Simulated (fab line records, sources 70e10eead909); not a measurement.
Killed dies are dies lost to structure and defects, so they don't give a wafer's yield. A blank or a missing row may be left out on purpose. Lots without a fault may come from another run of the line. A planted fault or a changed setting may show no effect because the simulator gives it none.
A struck lot beside a sound one | flow nand_harc | 15 steps out of a route of 1302
Sound: wafers L347.1, L347.2, L347.5. Struck: wafers L352.1, L352.2, L352.4. The cause comes at the end.
At each step with rows: each side's tool, then ch and its chambers, then its first start. Under that, the readings that differ: sound wafers | struck wafers | difference of the means | sigmas: that difference in standard deviations of wafers without a fault.
alike: readings whose means differ by less than 2 such deviations, and words and numbers that are the same on both sides. not compared: withheld readings, readings that some wafer has no value for, bounds like >300 that may hide the same value, and numbers for which the record gives no deviation and whose values overlap.
The two part at a step that has a row with sigmas, a row that says differs or no value, or rows on one side only. Numbers that don't overlap but have no deviation are shown without sigmas and don't part them. A reading that every wafer of one side lacks parts them only if that side has two wafers or more.

first, 9 steps without rows for these wafers: NHARC_P_ZERO_WELL_STRIP_15 (strips in SPM, time 900 s); NHARC_P_ZERO_WELL_DEHYDRATE_16 (time 120 s); NHARC_P_ZERO_WELL_HMDS_17 (time 30 s); NHARC_P_ZERO_WELL_COAT_18; NHARC_P_ZERO_WELL_SOFTBAKE_19 (time 95 s); NHARC_P_ZERO_WELL_EBR_20; NHARC_P_ZERO_WELL_EXPOSE_21 (exposes mask P NWELL, target cd 720 nm); NHARC_P_ZERO_WELL_PEB_22 (peb time 85 s); NHARC_P_ZERO_WELL_DEVELOP_23 (time 70 s).
NHARC_P_ZERO_WELL_CD_MEAS_24: target cd 720 nm.
  sound on cd_sem-02 ch 0, day 2 08:49; struck on cd_sem-03 ch 0, day 4 10:34
  alike: cd_nm
then, 1 step without rows for these wafers: NHARC_P_ZERO_WELL_HARDBAKE_25 (time 80 s).
NHARC_P_ZERO_WELL_DESCUM_26: chemistry O2, time 3 s.
  sound on rie_diel-06 ch 0,2,3, day 2 08:59; struck on rie_diel-06 ch 0,1,2, day 4 10:44
  alike: drypump_motor_current_A, oes_product_au, rf_vpp_V, showerhead_plenum_p_Torr, throttle_valve_pct
  not compared: rf_hours_counter_h
NHARC_P_ZERO_WELL_IMPLANT_27:
  sound on implanter-02 ch 0, day 2 09:07; struck on implanter-01 ch 0, day 4 11:18
then, 1 step without rows for these wafers: NHARC_P_ZERO_WELL_IMPLANT_57.
-- the record jumps here: 22 days lie between the struck wafers' starts before and after (it left off in module P_ZERO_WELL and takes up again in module END, whose first step shown is number 1302 of the route) --
NHARC_END_SORT_01:
  the record has rows for the struck wafers here (prober-01 ch 0, day 26 05:19) and none for the sound ones

WHERE THEY PART
Only at NHARC_END_SORT_01, within this record.

WHY: what the simulator had put in
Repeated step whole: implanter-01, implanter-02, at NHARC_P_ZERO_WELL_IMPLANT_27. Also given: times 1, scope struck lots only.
